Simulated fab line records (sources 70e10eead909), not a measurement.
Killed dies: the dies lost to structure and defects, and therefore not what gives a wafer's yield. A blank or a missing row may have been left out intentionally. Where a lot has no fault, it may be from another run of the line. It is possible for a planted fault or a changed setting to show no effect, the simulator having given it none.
fab line records    flow nand-harc    part 2 of 2: steps 27 to 34 of 34
record: lots: 5  wafers: 15  last-day: 33
route steps=1302 shown P_GATE@124
lots untouched by any fault: they come from a run of this same line in which no faults occurred
start-h: the number of hours between the record's first day and the start of the first shown wafer of the lot    wait-h: how many hours have passed since the lot's step before this one    " the same as in the row above    L1.1+2: one row covering several wafers at once    - no value, or no start given    * or withheld: withheld    < > ~ a bound
route shown NAME@n: NAME is a module with steps in the file, n the number in the route of the first one    usual: mean/standard deviation of fault-free wafers    same: alike in all rows    chamber/n: place in a boat    sites: the reading at each site    _std_site: how widely they spread, as a standard deviation    _edge_site: outer sites' mean less inner sites'    radius-mm: for every site, how far away it sits from the centre of the wafer    mask NAME#n: copy n    behind: tool/chamber where the wafer was last shaped    hold: why the lot went on hold/how many hours it stayed there/how the hold came to an end    device: names the non-switching transistor (n, p or np)    end of line: the tests these same wafers got at the end of their route    a step with no rows: only its recipe    killed: count of dies lost to structure and defects at first sort (not the wafer's yield)    map: the dies of a wafer, with x for killed, . for not killed, _ for no die there
set.NAME: the run value of the setting; set.NAME@STEP: its run value at that earlier step    model.NAME: the simulator's own value behind a step, which no gauge read
a table for each step, a row for each wafer; lots at some steps of the route
services: the hour from which a tool's chamber was out of use, counted from the record's first day as start-h (under 0 if before that day), plus the number of hours and why
== steps ==
step: NHARC_P_GATE_STRIP_108
recipe: o2-flow-sccm: 500  ar-flow-sccm: 0  bias-w: 0  chemistry: O2
usual: drypump-motor-current-A: 5.8/0.5  oes-product-au: 1.003/0.012  rf-vpp-V: 57.8/0.94  showerhead-plenum-p-Torr: 3.56/0.15  throttle-valve-pct: 17.037/0.0092
lot.wafer  tool         chamber  start-h  wait-h  drypump-motor-current-A  oes-product-au  rf-hours-counter-h  rf-vpp-V  showerhead-plenum-p-Torr  throttle-valve-pct
L076.2     rie-diel-03  2        115.35   -       5.7                      1.013           0                   56.6      3.33                      17.052
L076.3     "            0        "        "       5.2                      0.999           0                   56.8      3.39                      17.048
L076.6     "            2        "        "       5.7                      1.008           -                   56.3      3.33                      17.033
L084.3     rie-diel-05  0        202.23   -       5.5                      0.998           8                   57.3      3.45                      17.041
L084.1     "            2        "        "       6.1                      0.982           7                   58.7      3.72                      17.044
L084.6     "            1        "        "       6.3                      1.003           -                   57.8      3.51                      17.028
L085.4     rie-diel-07  2        211.40   -       5.9                      0.990           5                   58.1      3.63                      17.050
L085.5     "            0        "        "       5.8                      1.004           -                   58.3      3.67                      17.038
L085.6     "            1        "        "       6.2                      1.007           -                   58.2      3.72                      17.025
L091.4     rie-diel-07  3        263.85   -       5.2                      1.015           8                   59.0      3.76                      17.048
L091.1     "            0        "        "       5.8                      1.001           8                   58.3      3.67                      17.048
L091.5     "            2        "        "       5.9                      0.992           -                   57.5      3.63                      17.029
L094.3     rie-diel-05  3        297.79   -       6.1                      0.987           2                   56.3      3.37                      17.036
L094.6     "            2        "        "       6.1                      0.992           -                   58.3      3.72                      17.046
L094.5     "            1        "        "       6.3                      1.012           -                   56.6      3.51                      17.037
step: NHARC_P_GATE_CD_MEAS_33
usual: cd-nm: 120.8/2.3
lot.wafer  tool       chamber  start-h  wait-h  cd-nm
L076.2     cd-sem-02  -        115.54   0.2     120.8
L076.3     "          -        "        "       123.1
L076.6     "          -        "        "       125.9
L084.1     cd-sem-03  -        202.40   -       119.6
L084.3     "          -        "        "       121.0
L084.6     "          -        "        "       118.5
L085.4     cd-sem-01  -        211.55   -       119.7
L085.5     "          -        "        "       123.1
L085.6     "          -        "        "       121.8
L091.1     cd-sem-02  -        264.00   -       119.8
L091.4     "          -        "        "       118.7
L091.5     "          -        "        "       120.9
L094.3     cd-sem-03  -        297.98   0.2     121.9
L094.5     "          -        "        "       119.0
L094.6     "          -        "        "       120.9
step: NHARC_P_GATE_STRIP_35
recipe: time-s: 600  temp-c: 130  chemistry: SPM
lot.wafer   tool          chamber  start-h  wait-h
L076.2+6+3  wet-bench-07  2,3,4    115.64   0.1
L084.1+3+6  wet-bench-07  6,0,1    202.50   0.1
L085.6+4+5  wet-bench-06  7,1,2    211.64   0.1
L091.5+4+1  wet-bench-06  3,5,0    264.08   0.1
L094.3+6+5  wet-bench-05  2,3,4    298.07   0.1
step: NHARC_P_GATE_PRECLEAN_73
recipe: time-s: *  temp-c: 50  bath-age-min: 0  chemistry: SC1
usual: diw-flow-mL-min: 1415/3.8  h2o2-flow-mL-min: 56.59/0.17
lot.wafer  tool          chamber  start-h  wait-h  diw-flow-mL-min  h2o2-flow-mL-min
L076.2     wet-bench-07  2        -        -       1417             56.70
L076.6     "             3        "        "       1413             56.36
L076.3     "             4        "        "       1416             56.67
L084.1     wet-bench-07  6        -        -       1422             56.92
L084.3     "             0        "        "       1415             56.19
L084.6     "             1        "        "       1413             56.43
L085.6     wet-bench-06  7        -        -       1418             56.46
L085.4     "             1        "        "       1411             56.71
L085.5     "             2        "        "       1413             56.71
L091.5     wet-bench-06  3        -        -       1421             56.51
L091.4     "             5        "        "       1411             56.69
L091.1     "             0        "        "       1414             56.35
L094.3     wet-bench-05  2        -        -       1417             56.38
L094.6     "             3        "        "       1418             56.56
L094.5     "             4        "        "       1408             56.31
step: NHARC_P_GATE_SRD_74
lot.wafer   tool          chamber  start-h  wait-h
L076.2+6+3  wet-bench-07  2,3,4    -        -
L084.1+3+6  wet-bench-07  6,0,1    -        -
L085.6+4+5  wet-bench-06  7,1,2    -        -
L091.5+4+1  wet-bench-06  3,5,0    -        -
L094.3+6+5  wet-bench-05  2,3,4    -        -
step: NHARC_P_GATE_ALD_36
recipe: target-thk-a: 200  pulse-time-s: 60  ald-cycles: 223  temp-c: 400  material: SiNx
usual: heater-power-w: 832/110  precursor-pulse-height-rel: 1.000/0.02  susceptor-temp-C: 400.02/0.22
lot.wafer  tool        chamber  start-h  wait-h  heater-power-w  precursor-pulse-height-rel  susceptor-temp-C
L076.3     ald-sin-03  0        117.05   -       661             1.042                       399.56
L076.2     "           1        118.09   -       736             0.992                       399.67
L076.6     "           3        120.19   -       805             0.985                       399.93
L084.3     ald-sin-04  2        202.86   -       805             0.972                       399.91
L084.1     "           0        205.00   -       786             1.000                       400.07
L084.6     "           2        207.13   -       799             1.012                       399.76
L085.4     ald-sin-01  2        214.11   -       890             0.992                       400.18
L085.6     "           0        216.22   -       859             0.966                       399.85
L085.5     "           1        217.28   -       808             0.987                       400.06
L091.1     ald-sin-01  0        264.45   -       828             0.975                       399.97
L091.4     "           3        267.59   -       914             1.017                       400.11
L091.5     "           0        268.64   -       852             0.985                       399.93
L094.3     ald-sin-01  0        299.49   -       827             0.973                       400.05
L094.5     "           3        302.66   -       933             1.051                       399.80
L094.6     "           0        303.72   -       844             1.013                       399.69
step: NHARC_P_GATE_ETCHBACK_37
recipe: target-depth-a: 345  time-s: 17.2  chf3-flow-sccm: 50  o2-flow-sccm: 10  ar-flow-sccm: 200  rf-w: 500  bias-w: 200  chemistry: CHF3/O2
usual: drypump-motor-current-A: 5.8/0.46  oes-product-au: 0.95/0.032  rf-vpp-V: 371.1/2.3  showerhead-plenum-p-Torr: 2.42/0.1  throttle-valve-pct: 20.573/0.0087
lot.wafer  tool         chamber  start-h  wait-h  drypump-motor-current-A  oes-product-au  rf-hours-counter-h  rf-vpp-V  showerhead-plenum-p-Torr  throttle-valve-pct
L076.2     rie-diel-03  0        -        -       5.2                      0.92            0                   368.0     2.30                      20.565
L076.3     "            1        "        "       4.8                      0.91            0                   368.5     2.31                      20.565
L076.6     "            0        "        "       5.1                      0.93            -                   368.4     2.30                      20.569
L084.1     rie-diel-05  1        -        -       6.3                      0.94            8                   370.5     2.39                      20.567
L084.3     "            0        "        "       5.4                      0.93            10                  369.6     2.34                      20.571
L084.6     "            1        "        "       6.3                      0.93            -                   368.7     2.39                      20.576
L085.4     rie-diel-05  2        -        -       6.1                      0.92            8                   374.2     2.54                      20.568
L085.5     "            2        "        "       6.1                      0.92            -                   373.7     2.54                      20.577
L085.6     "            3        "        "       6.1                      0.94            -                   368.2     2.30                      20.579
L091.4     rie-diel-05  1        -        -       6.2                      0.95            2                   371.4     2.39                      20.577
L091.1     "            0        "        "       5.5                      0.94            1                   368.2     2.34                      20.562
L091.5     "            1        "        "       6.2                      0.94            -                   370.3     2.39                      20.570
L094.3     rie-diel-05  0        -        -       5.5                      0.96            2                   369.0     2.34                      20.578
L094.5     "            3        "        "       6.1                      0.92            -                   369.4     2.29                      20.583
L094.6     "            0        "        "       5.6                      0.96            -                   369.2     2.34                      20.585
step: NHARC_P_GATE_STRIP_101
recipe: time-s: 20  o2-flow-sccm: 500  ar-flow-sccm: 0  bias-w: 0  chemistry: O2
usual: drypump-motor-current-A: 5.9/0.44  oes-product-au: 1.002/0.01  rf-vpp-V: 57.9/0.9  showerhead-plenum-p-Torr: 3.56/0.15  throttle-valve-pct: 17.037/0.0095
lot.wafer  tool         chamber  start-h  wait-h  drypump-motor-current-A  oes-product-au  rf-hours-counter-h  rf-vpp-V  showerhead-plenum-p-Torr  throttle-valve-pct
L076.2     rie-diel-03  2        125.56   0.1     5.7                      1.012           0                   57.7      3.33                      17.045
L076.3     "            0        "        "       5.2                      1.004           0                   56.5      3.39                      17.032
L076.6     "            1        "        "       4.8                      0.991           -                   57.0      3.39                      17.040
L084.3     rie-diel-05  3        212.54   0.1     6.1                      1.005           9                   56.8      3.38                      17.030
L084.1     "            0        "        "       5.5                      0.993           10                  57.1      3.44                      17.046
L084.6     "            2        "        "       6.1                      0.985           -                   57.3      3.72                      17.032
L085.4     rie-diel-05  1        221.60   0.1     6.3                      1.010           8                   59.4      3.51                      17.042
L085.6     "            1        "        "       6.3                      1.019           -                   56.4      3.51                      17.050
L085.5     "            2        "        "       6.1                      0.990           -                   58.4      3.72                      17.025
L091.4     rie-diel-05  2        274.01   0.1     6.1                      0.982           2                   56.8      3.72                      17.039
L091.1     "            0        "        "       5.5                      0.987           1                   59.1      3.44                      17.032
L091.5     "            2        "        "       6.1                      0.981           -                   58.4      3.72                      17.037
L094.3     rie-diel-05  3        308.06   0.1     6.1                      0.997           2                   57.9      3.37                      17.048
L094.6     "            0        "        "       5.5                      1.007           -                   56.2      3.44                      17.037
L094.5     "            1        "        "       6.3                      1.014           -                   57.4      3.51                      17.041
== services ==
tool            chamber  start-h  hours  kind
wet-bench-05    -        84.80    8.0    pm
wet-bench-07    -        85.30    4.6    repair
ald-sin-01      1        90.94    3.9    repair
rie-diel-03     -        104.30   9.0    pm
acl-dep-03      -        116.20   13.0   pm
rie-diel-07     -        117.20   9.0    pm
ald-sin-01      -        124.40   1.4    repair
litho-track-01  -        155.00   7.0    pm
rie-diel-03     -        159.69   21.3   repair
wet-bench-07    -        160.00   8.0    pm
rie-diel-05     1        161.60   3.1    repair
wet-bench-06    -        164.85   2.5    repair
rie-diel-05     -        172.19   4.8    repair
litho-track-06  -        179.00   7.0    pm
furnace-01      -        186.72   2.0    repair
wet-bench-06    -        193.60   8.0    pm
rie-diel-03     2        202.87   11.6   repair
litho-track-04  -        203.00   7.0    pm
furnace-01      -        208.00   26.0   pm
rie-diel-05     -        229.60   9.0    pm
wet-bench-05    -        260.80   8.0    pm
rie-diel-03     0        269.32   4.4    repair
rie-diel-03     -        281.30   9.0    pm
rie-diel-05     0        294.30   8.2    repair
